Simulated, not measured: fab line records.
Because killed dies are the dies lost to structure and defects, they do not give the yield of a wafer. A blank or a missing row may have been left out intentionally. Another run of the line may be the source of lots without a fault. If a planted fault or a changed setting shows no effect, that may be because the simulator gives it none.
Struck lot and sound lot, side by side / flow n5-finfet / 16 out of 1938 route steps
Sound: these wafers, L847.3, L847.4, L847.5. The struck wafers were L852.1, L852.3, L852.5. The cause comes at the end.
Order at every step that has rows: each side's tool, ch and its chambers, its first start. Under that, the readings that differ: sound wafers / struck wafers / difference of the means / sigmas: that difference in standard deviations of wafers without a fault.
alike: a reading whose means differ by less than 2 such deviations, as well as words and numbers matching on both sides. not compared: withheld readings; readings where some wafer has no value; bounds like >300 that might hide an equal value; numbers whose values overlap and for which the record gives no deviation.
Wherever a step has rows on one side only, a row that says differs or no value, or a row with sigmas, the two part there. Numbers that don't overlap but have no deviation are shown without sigmas and don't part them. A reading missing from all wafers of one side parts the sides only when that side holds two or more wafers.

first, 6 steps without rows for these wafers: N5_FIN_CUT_COAT_02 (resist thk 30 nm); N5_FIN_CUT_EBR_04; N5_FIN_CUT_SOFTBAKE_03 (time 60 s); N5_FIN_CUT_EXPOSE_05 (exposes mask FIN CUT); N5_FIN_CUT_PEB_06 (peb time 60 s); N5_FIN_CUT_DEVELOP_07 (develop time 30 s).
N5_FIN_CUT_CD_MEAS_08: target cd 29.1 nm.
  sound on cd-sem-02 ch 0, day 4 23:32; struck on cd-sem-02 ch 0, day 6 02:49
  alike: cd-nm
N5_FIN_CUT_OVL_MEAS_09:
  sound on overlay-02 ch 0, day 4 23:35; struck on overlay-02 ch 0, day 6 02:51
  alike: FIN_CUT_OVL
N5_FIN_CUT_INSPECT_10: inspects for defects (brightfield).
  struck on defect-inspect-01, day 6 02:55; sound on defect-inspect-01, day 4 23:38
  alike: raw-defect-count
N5_FIN_CUT_DESCUM_13: chemistry O2, time 7 s.
  sound on rie-diel-01 ch 0,3, day 4 23:41; struck on rie-diel-02 ch 0,2,3, day 6 02:59
  alike: drypump-motor-current-A, oes-product-au, rf-vpp-V, showerhead-plenum-p-Torr, throttle-valve-pct
  not compared: rf-hours-counter-h
N5_FIN_CUT_ETCH_30: etches underlayer in N2/H2, target depth 13 nm, time 10.4 s.
  sound on rie-diel-01 ch 0,3, day 4 23:43; struck on rie-diel-02 ch 0,2,3, day 6 03:01
  alike: drypump-motor-current-A, etch-rf-on-time-s, h2-flow-sccm, oes-product-au, rf-vpp-V, showerhead-plenum-p-Torr, throttle-valve-pct
  not compared: rf-hours-counter-h
N5_FIN_CUT_ETCH_20: etches SiARC in CF4, target depth 26 nm, time 43.3 s.
  sound on rie-diel-01 ch 0,3, day 4 23:44; struck on rie-diel-02 ch 0,2,3, day 6 03:02
  alike: drypump-motor-current-A, etch-rf-on-time-s, oes-product-au, rf-vpp-V, showerhead-plenum-p-Torr, throttle-valve-pct
  not compared: rf-hours-counter-h
N5_FIN_CUT_ETCH_21: etches SOC in N2/H2, target depth 219 nm, overetch 43.8 nm, time 523.5 s.
  sound on rie-diel-01 ch 0,3, day 4 23:47; struck on rie-diel-02 ch 0,2,3, day 6 03:05
reading=h2-flow-sccm (sccm); sound=200.3 200.9 201.1; struck=220.4 220.4 219.4; difference=+19.3; sigmas=+34
reading=throttle-valve-pct (%); sound=17.8 17.6 17.6; struck=18.5 19.2 18.0; difference=+0.9; sigmas=+3
  alike: drypump-motor-current-A, oes-product-au, rf-vpp-V, showerhead-plenum-p-Torr
  not compared: rf-hours-counter-h
then, 1 step without rows for these wafers: N5_FIN_CUT_STRIP_23 (strips in N2/H2).
-- record jumps: 5 days separate the struck wafers' starts on either side; left off in module FIN_CUT, taken up again in module BEOL_M4, whose first shown step is the route's number 1111 --
N5_BEOL_M4_RC_MEAS_101:
  sound on prober-01 ch 0, day 10 12:31; struck on prober-02 ch 0, day 11 13:23
  alike: DIBL_N, DIBL_P, IOFF_N, IOFF_P, ION_N, ION_P, SS_N, SS_P, VT_N, VT_P
-- the record jumps here: 5 days lie between the struck wafers' starts before and after (it left off in module BEOL_M4 and takes up again in module PASSIVATION, whose first step shown is number 1936 of the route) --
N5_PASSIVATION_PROBE_49:
  struck on prober-01, day 16 10:10; sound on prober-01, day 14 15:50
  alike: defect-limited-yield, killed_at_M0_to_M3, killed_at_M4_up, killed-at-contacts, killed-at-front-end, killed-at-other, killed-dies, killed-open, killed-short, sort_bin_5_function, sort_bin_6_memory, sort-n-pass, sort-yield-pct

WHERE THEY PART
Only at N5_FIN_CUT_ETCH_21, within this record. Later steps at which nothing parts them and some readings are alike: N5_BEOL_M4_RC_MEAS_101, N5_PASSIVATION_PROBE_49.

WHY: whatever the simulator had introduced
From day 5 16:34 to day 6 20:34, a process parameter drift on rie-diel-02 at N5_FIN_CUT_ETCH_21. From 200, the setting h2-flow-sccm moved by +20. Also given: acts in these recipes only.
